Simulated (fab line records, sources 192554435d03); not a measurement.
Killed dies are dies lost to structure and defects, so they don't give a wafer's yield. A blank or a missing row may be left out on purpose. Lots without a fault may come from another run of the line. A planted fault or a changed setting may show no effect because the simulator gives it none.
A struck lot beside a sound one | flow n5_finfet | 41 steps out of a route of 1938
Sound: wafers L677.3, L677.4, L677.5. Struck: wafers L683.1, L683.3, L683.5. The cause comes at the end.
At each step with rows: each side's tool, then ch and its chambers, then its first start. Under that, the readings that differ: sound wafers | struck wafers | difference of the means | sigmas: that difference in standard deviations of wafers without a fault.
alike: readings whose means differ by less than 2 such deviations, and words and numbers that are the same on both sides. not compared: withheld readings, readings that some wafer has no value for, bounds like >300 that may hide the same value, and numbers for which the record gives no deviation and whose values overlap.
The two part at a step that has a row with sigmas, a row that says differs or no value, or rows on one side only. Numbers that don't overlap but have no deviation are shown without sigmas and don't part them. A reading that every wafer of one side lacks parts them only if that side has two wafers or more.

N5_MOL_CONTACT_COAG_DESCUM_13: chemistry O2, time 7 s.
  sound on rie_diel-06 ch 0,1,2, day 6 04:40; struck on rie_diel-03 ch 0,1,3, day 7 18:16
  alike: bias_power_w, drypump_motor_current_A, oes_product_au, rf_vpp_V, showerhead_plenum_p_Torr, throttle_valve_pct
  not compared: rf_hours_counter_h
then, 1 step without rows for these wafers: N5_MOL_CONTACT_COAG_ETCH_59 (etches underlayer in N2/H2, target depth 13 nm, time 10.4 s).
N5_MOL_CONTACT_COAG_ETCH_105: etches SiARC in CF4, target depth 15.6 nm, time 26 s.
  sound on rie_diel-06 ch 0,1,2, day 6 04:44; struck on rie_diel-03 ch 0,1,3, day 7 18:20
  alike: drypump_motor_current_A, etch_rf_on_time_s, oes_product_au, rf_vpp_V, showerhead_plenum_p_Torr, throttle_valve_pct
  not compared: rf_hours_counter_h
then, 5 steps without rows for these wafers: N5_MOL_CONTACT_COAG_ETCH_106 (etches SOC in N2/H2, target depth 80 nm, overetch 16 nm, time 120 s); N5_MOL_CONTACT_COAG_STRIP_107 (strips in N2/H2); N5_MOL_CONTACT_COAG_STRIP_108 (strips in N2/H2); N5_MOL_CONTACT_COAG_CONTACT_ETCH_14 (etches SiO2 in C4F6/O2, target depth 27.5 nm, overetch 8.5 nm, time 20 s); N5_MOL_CONTACT_COAG_STRIP_109 (strips in C4F6/O2).
N5_MOL_CONTACT_COAG_ETCH_15: etches SiNx in CH3F/O2, stops on Si:P, target depth 7 nm.
  sound on rie_diel-06 ch 0,1,2, day 6 04:53; struck on rie_diel-03 ch 0,1,3, day 7 18:29
  alike: drypump_motor_current_A, oes_o_777_au, oes_product_au, rf_vpp_V, showerhead_plenum_p_Torr, throttle_valve_pct
  not compared: rf_hours_counter_h
then, 2 steps without rows for these wafers: N5_MOL_CONTACT_COAG_ETCH_110 (etches Si in CF4/O2, target depth 2.5 nm, time 8 s); N5_MOL_CONTACT_COAG_STRIP_98 (strips in N2/H2).
N5_MOL_CONTACT_COAG_CD_MEAS_99: target cd 17.2 nm.
  sound on cd_sem-02, day 6 05:04; struck on cd_sem-03, day 7 18:40
  alike: cd_nm
N5_MOL_CONTACT_COAG_IMPLANT_129:
  sound on implanter-02 ch 0, day 6 05:10; struck on implanter-02 ch 0, day 7 18:42
  reading       | sound                        | struck                        | difference | sigmas
  beam_on_s (s) | 39 39 39                     | 10 10 10                      | -29        | -8
  dose_ions_cm2 | 5.992e+14 5.995e+14 5.99e+14 | 1.342e+14 1.345e+14 1.338e+14 | -4.651e+14 | -99 or more
then, 4 steps without rows for these wafers: N5_MOL_CONTACT_COAG_PRECLEAN_111 (cleans in NF3:NH3, afs cycles 1, time 20 s, sublimation time 60 s); N5_MOL_CONTACT_COAG_TI_SIL_19 (material Ti, target thk 4.2 nm, time 15 s); N5_MOL_CONTACT_COAG_ALD_20 (deposits TiN, target thk 1.5 nm, pulse time 1 s, purge time 3 s); N5_MOL_CONTACT_COAG_SIL_ANNEAL_21 (time 60 s).
N5_MOL_CONTACT_COAG_PRE_CLEAN_141: time 60 s.
  sound on pvd_sputter-01, day 6 06:47; struck on pvd_sputter-02, day 7 20:31
  alike: heater_power_w
then, 3 steps without rows for these wafers: N5_MOL_CONTACT_COAG_SPUTTER_143 (material Co, target thk 2.5 nm); N5_MOL_CONTACT_COAG_CO_FILL_22 (material Co, precursor CCTBA/H2, target thk 20 nm); N5_MOL_CONTACT_COAG_ANNEAL_113 (time 300 s).
N5_MOL_CONTACT_COAG_PRE_CLEAN_142: time 60 s.
  sound on pvd_sputter-02, day 6 10:55; struck on pvd_sputter-01, day 7 22:52
  alike: heater_power_w
then, 8 steps without rows for these wafers: N5_MOL_CONTACT_COAG_SPUTTER_130 (material Co, target thk 47.5 nm); N5_MOL_CONTACT_COAG_PRECLEAN_125 (cleans in DIW, time 57.5 s); N5_MOL_CONTACT_COAG_SRD_126 (dry time 32 s); N5_MOL_CONTACT_COAG_CMP_23 (polishes, stops on SiO2, t overpolish 1.5 s, target thk 0 nm); N5_MOL_CONTACT_COAG_WET_ETCH_26 (target Co, target depth 13 nm); N5_MOL_CONTACT_COAG_WET_ETCH_116 (etches the open film in SC1-inhibited, target depth 4.6 nm, rinse time 30 s); N5_MOL_CONTACT_COAG_ALD_27 (deposits SiOC, target thk 17 nm, pulse time 1.5 s, time 2720 s); N5_MOL_CONTACT_COAG_CMP_28 (polishes, stops on SiNx, t overpolish 0.85 s, target thk 14.522 nm).
N5_MOL_CONTACT_COAG_THK_MEAS_29:
  sound on film_metro-01, day 6 13:51; struck on film_metro-02, day 8 01:47
  alike: MD_CAP_THK
then, 9 steps without rows for these wafers: N5_MOL_CONTACT_COAG_ALD_123 (deposits SiNx, target thk 5 nm, pulse time 1 s, purge time 2 s); N5_MOL_CONTACT_COAG_PECVD_31 (deposits SiO2 from TEOS/O2, target thk 46 nm, time 8.9 s); N5_MOL_CONTACT_COAG_COAT_75 (time 60 s, resist thk 60 nm); N5_MOL_CONTACT_COAG_COAT_76 (time 60 s, resist thk 10 nm); N5_MOL_CONTACT_COAG_COAT_77 (time 60 s, resist thk 10 nm); N5_MOL_CONTACT_COAG_COAT_78 (resist thk 40 nm); N5_MOL_CONTACT_COAG_EBR_80; N5_MOL_CONTACT_COAG_SOFTBAKE_79 (time 60 s); N5_MOL_CONTACT_COAG_EXPOSE_81 (exposes mask VG, defocus 0 nm).
-- the record jumps here: 3 days lie between the struck wafers' starts before and after (it left off in module MOL_CONTACT_COAG and takes up again in module BEOL_M4, whose first step shown is number 1111 of the route) --
N5_BEOL_M4_RC_MEAS_101:
  sound on prober-01 ch 0, day 9 12:47; struck on prober-02 ch 0, day 11 00:16
  reading             | sound          | struck         | difference | sigmas
  RC_DENSE_N (ohm.um) | 18.4 18.6 18.9 | 20.8 21.1 20.4 | +2.1       | +4
  RC_DENSE_P (ohm.um) | 23.1 23.0 23.5 | 26.0 26.3 25.5 | +2.7       | +4
  RC_N (ohm.um)       | 15.0 15.1 15.2 | 16.9 17.3 16.7 | +1.9       | +5
  RC_P (ohm.um)       | 18.7 18.7 19.3 | 21.0 21.5 20.8 | +2.2       | +4
  VT_N (mV)           | 246 246 248    | 254 252 255    | +7         | +2
  alike: DIBL_N, DIBL_P, IOFF_N, IOFF_P, ION_N, ION_P, SS_N, SS_P, VT_P

WHERE THEY PART
First at N5_MOL_CONTACT_COAG_IMPLANT_129; last, within this record, at N5_BEOL_M4_RC_MEAS_101.

WHY: what the simulator had put in
Process parameter drift: implanter-02, from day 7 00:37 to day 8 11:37, at N5_MOL_CONTACT_COAG_IMPLANT_129. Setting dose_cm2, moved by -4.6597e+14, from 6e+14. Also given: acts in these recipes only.
